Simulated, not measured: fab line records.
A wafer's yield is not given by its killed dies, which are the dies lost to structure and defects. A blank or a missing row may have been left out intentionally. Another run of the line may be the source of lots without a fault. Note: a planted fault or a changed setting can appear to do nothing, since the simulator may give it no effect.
Split-lot trial    flow n5-finfet    39 wafers read from 7 lots, route of 1938 steps

## SPLIT DETAILS
At N5_BEOL_M14_TRENCH_ETCH_34 (etches SiO2 in C4F8/O2/Ar, target depth 556.65 nm, time 126.9 s), the setting time-s was moved away from the recipe's 126.9 s on 15 of the 39 wafers read, by -55.8% to +57.2%. The other wafers ran this setting at the recipe's value.

## FROM THE SPLIT TO THE READING: what the file shows between them, 7 steps
- N5_BEOL_M14_STRIP_70: strips in C4F8/O2/Ar
- N5_BEOL_M14_OCD_MEAS_35
- N5_BEOL_M14_STRIP_37: strips in O2
- N5_BEOL_M14_ETCH_38: etches SiCN in CF4/N2, target depth 106.5 nm, time 120.6 s
- N5_BEOL_M14_ECD_47: material Cu, target thk 1248 nm
- N5_BEOL_M14_ANNEAL_48: time 90 s
- N5_BEOL_M14_CMP_49: polishes, stops on SiO2, t overpolish 5.2 s, target thk 560 nm

## THE READING
M14_THK, in nm, at N5_BEOL_M14_THK_MEAS_50 (measures by xrf). Typical for fault-free wafers on this fab line: 572 nm, with standard deviation 12 nm.

wafer   tool, chamber at the split  time-s as run, s  against the recipe  M14_THK, nm  against lot-mates on the recipe
L076.1  rie-diel-04, 3              95.05             -25.1%              427          -139
L076.2  rie-diel-04, 1              95.05             -25.1%              415          -151
L076.3  rie-diel-04, 0              126.9             recipe              573          -
L076.4  rie-diel-04, 2              126.9             recipe              558          -
L076.5  rie-diel-04, 0              95.05             -25.1%              424          -142
L076.6  rie-diel-04, 3              126.9             recipe              567          -
L077.1  rie-diel-02, 3              126.9             recipe              589          -
L077.2  rie-diel-02, 0              126.9             recipe              573          -
L077.3  rie-diel-02, 1              56.06             -55.8%              256          -323
L077.4  rie-diel-02, 2              126.9             recipe              575          -
L077.5  rie-diel-02, 0              56.06             -55.8%              253          -326
L077.6  rie-diel-02, 1              56.06             -55.8%              256          -323
L078.1  rie-diel-05, 1              126.9             recipe              578          -
L078.2  rie-diel-05, 3              126.9             recipe              570          -
L078.3  rie-diel-05, 0              151.7             +19.5%              697          +121
L078.4  rie-diel-05, 0              151.7             +19.5%              698          +122
L078.5  rie-diel-05, 1              126.9             recipe              580          -
L078.6  rie-diel-05, 3              151.7             +19.5%              683          +107
L086.1  rie-diel-02, 3              126.9             recipe              553          -
L086.2  rie-diel-02, 0              199.5             +57.2%              842          +292
L086.3  rie-diel-02, 1              126.9             recipe              552          -
L086.4  rie-diel-02, 0              126.9             recipe              544          -
L086.5  rie-diel-02, 3              199.5             +57.2%              864          +314
L086.6  rie-diel-02, 1              199.5             +57.2%              864          +314
L092.1  rie-diel-05, 1              126.9             recipe              559          -
L092.2  rie-diel-05, 2              126.9             recipe              576          -
L092.3  rie-diel-05, 3              126.9             recipe              550          -
L092.4  rie-diel-05, 0              126.9             recipe              561          -
L092.5  rie-diel-05, 0              126.9             recipe              548          -
L092.6  rie-diel-05, 1              126.9             recipe              553          -
L090.1  rie-diel-02, 3              126.9             recipe              578          -
L090.2  rie-diel-02, 0              126.9             recipe              558          -
L090.3  rie-diel-02, 2              126.9             recipe              568          -
L090.4  rie-diel-02, 0              172.2             +35.7%              763          +195
L090.5  rie-diel-02, 2              172.2             +35.7%              765          +197
L090.6  rie-diel-02, 3              172.2             +35.7%              785          +217
L094.1  rie-diel-04, 3              126.9             recipe              571          -
L094.2  rie-diel-04, 1              126.9             recipe              559          -
L094.6  rie-diel-04, 2              126.9             recipe              578          -

FIT RESULTS
A straight line over all 39 wafers: M14_THK changes by +5.47 nm for each +1% of time-s; r = +1.00; the points scatter about the line by 14 nm.
The same after taking each lot's own level away (the mean of its wafers on the recipe; 39 wafers): +5.63 nm for each +1%; r = +1.00; scatter 9.3 nm.
That fit puts the effect of the largest move of time-s on the reading at 3.2e+02 nm.
Across the lots, their own levels run from 549.7 to 579.0 nm, a range of 2.4 times the standard deviation given above.
The two slopes are in agreement: the lot-to-lot level therefore moves the slope only a little.
Check: +325 nm against its lot-mates is what the line predicts for one of the wafers moved furthest among these (+57.2%) when that wafer is left out of the fit. It came out at +292 nm against them.

## THE WHOLE CHAIN: every reading that the file lists as answering this split, in the file's order
step                        what it does                                                     reading                                                                        change (the file's fit)                                                                  r (the file's)
N5_BEOL_M14_TRENCH_ETCH_34  etches SiO2 in C4F8/O2/Ar, target depth 556.65 nm, time 126.9 s  etch.depth-nm (the simulator's own value, which no gauge read)                 +5.51 nm for each +1% of the setting                                                     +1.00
N5_BEOL_M14_OCD_MEAS_35                                                                      trench-depth-nm                                                                +5.51 nm for each +1% of the setting                                                     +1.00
N5_BEOL_M14_CMP_49          polishes, stops on SiO2, t overpolish 5.2 s, target thk 560 nm   Cu_of_BEOL_M14_ECD_47.thk-nm (the simulator's own value, which no gauge read)  +5.5 nm for each +1% of the setting                                                      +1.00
N5_BEOL_M14_THK_MEAS_50     measures by xrf                                                  M14_THK                                                                        +5.62 for each +1% of the setting                                                        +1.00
N5_BEOL_M14_RS_MEAS_54      measures by four-point-probe                                     M14_RS                                                                         not straight: 0.0771 at the lowest setting, 0.0333 at the recipe, 0.0213 at the highest  not given

## FILE'S OWN FIT
M14_THK changes by +5.62 nm for each +1% of time-s, r = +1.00.
